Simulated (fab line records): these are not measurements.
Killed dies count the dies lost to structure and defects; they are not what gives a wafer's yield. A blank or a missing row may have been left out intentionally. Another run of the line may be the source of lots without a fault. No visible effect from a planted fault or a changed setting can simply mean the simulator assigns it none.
A struck lot beside a sound one || flow n5 finfet || 19 steps out of a route of 1938
Sound: the wafers L663.3, L663.5, L663.6. Struck: wafers L651.1, L651.5, L651.6. The cause is given at the end.
Each step with rows lists, per side, the tool, then ch with its chambers, then its first start. Under that, the readings that differ: sound wafers || struck wafers || difference of the means || sigmas: that difference in standard deviations of wafers without a fault.
alike: readings with means less than 2 such deviations apart, plus words and numbers identical on both sides. not compared: withheld readings, readings lacking a value on some wafer, bounds such as >300 that could conceal the same value, and numbers that have no deviation in the record and whose values overlap.
The two part at a step that has a row with sigmas, a row that says differs or no value, or rows on one side only. Numbers that don't overlap but have no deviation are shown without sigmas and don't part them. A reading missing from all wafers of one side parts the sides only when that side holds two or more wafers.

first, 8 steps without rows for these wafers: N5_BEOL_M9_CMP_52 (polishes, stops on SiCOH lowk, t overpolish 7 s, target thk 140 nm); N5_BEOL_M9_PRE_CLEAN_55 (time 15 s); N5_BEOL_M9_DEP_56 (deposits SiCN from 3MS/NH3, target thk 15 nm, time 26.5 s); N5_BEOL_M10_ILD_DEP_00 (deposits SiCOH lowk from DEMS/porogen, target thk 308.51 nm, time 58 s); N5_BEOL_M10_CURE_71 (cures SiCOH lowk, time 240 s); N5_BEOL_M10_PECVD_70 (deposits SiO2 from TEOS/O2, target thk 20 nm, time 22.7 s); N5_BEOL_M10_HM_DEP_02 (deposits TiN, target thk 20 nm); N5_BEOL_M10_COAT_59 (time 60 s, resist thk 100 nm).
N5_BEOL_M10_COAT_60: time 60 s, resist thk 30 nm.
  sound on litho track-04 ch 0, day 15 08:35; struck on litho track-03 ch 0, day 12 05:37
{"reading": "spin speed rpm (rpm)", "sound": "1499.8 1499.6 1500.3", "struck": "1237.5 1236.1 1237.6", "difference": -262.8, "sigmas": "-99 or more"}
{"reading": "model.SiARC_of_BEOL_M10_COAT_60.thk nm (nm)", "sound": "29.8 30 30", "struck": "33.2 33.4 33.2", "difference": "+3.3", "sigmas": ""}
then, 7 steps without rows for these wafers: N5_BEOL_M10_COAT_05 (resist thk 90 nm); N5_BEOL_M10_EBR_07; N5_BEOL_M10_SOFTBAKE_06 (time 60 s); N5_BEOL_M10_EXPOSE_08 (exposes mask M10); N5_BEOL_M10_PEB_09 (peb time 60 s); N5_BEOL_M10_DEVELOP_10 (develop time 30 s); N5_BEOL_M10_DESCUM_16 (chemistry O2, time 7.9 s).
N5_BEOL_M10_ETCH_61: etches SiARC in CF4, target depth 39 nm, time 65 s.
  sound on rie diel-02 ch 0,2, day 15 09:08; struck on rie diel-01 ch 1,2,3, day 12 06:28
{"reading": "etch rf on time s (s)", "sound": "65.6 63.9 65.3", "struck": "73.5 72.1 72.3", "difference": "+7.7", "sigmas": "+8"}
{"reading": "model.etch.depth nm (nm)", "sound": "29.87 29.96 29.99", "struck": "33.2 33.3 33.12", "difference": "+3.3", "sigmas": ""}
{"reading": "model.CAR-ArF_of_BEOL_M10_COAT_05.thk nm (nm)", "sound": "55.8 56 55.8", "struck": "53.4 52.8 53.2", "difference": -2.7, "sigmas": ""}
  alike: chamber pressure mTorr, drypump motor current A, oes product au, rf vpp V, showerhead plenum p Torr, throttle valve pct
  not compared: rf hours counter h
N5_BEOL_M10_ETCH_62: etches SOC in N2/H2, target depth 110 nm, overetch 22 nm, time 165 s.
  sound on rie diel-02 ch 0,2, day 15 09:11; struck on rie diel-01 ch 1,2,3, day 12 06:31
{"reading": "model.SiARC_of_BEOL_M10_COAT_60.thk nm (nm)", "sound": "23.2 23.2 23.4", "struck": "27 26.8 26.8", "difference": "+4", "sigmas": ""}
  alike: chamber pressure mTorr, drypump motor current A, oes product au, rf vpp V, showerhead plenum p Torr, throttle valve pct
  not compared: rf hours counter h
then, 1 step without rows for these wafers: N5_BEOL_M10_STRIP_68 (strips in N2/H2).

== WHERE THEY PART ==
At N5_BEOL_M10_COAT_60 first; at N5_BEOL_M10_ETCH_61 last (within this record only). Later steps at which nothing parts them and some readings are alike: N5_BEOL_M10_ETCH_62.

WHY: whatever the simulator had introduced
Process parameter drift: litho track-03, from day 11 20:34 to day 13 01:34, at N5_BEOL_M10_COAT_60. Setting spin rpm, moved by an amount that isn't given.
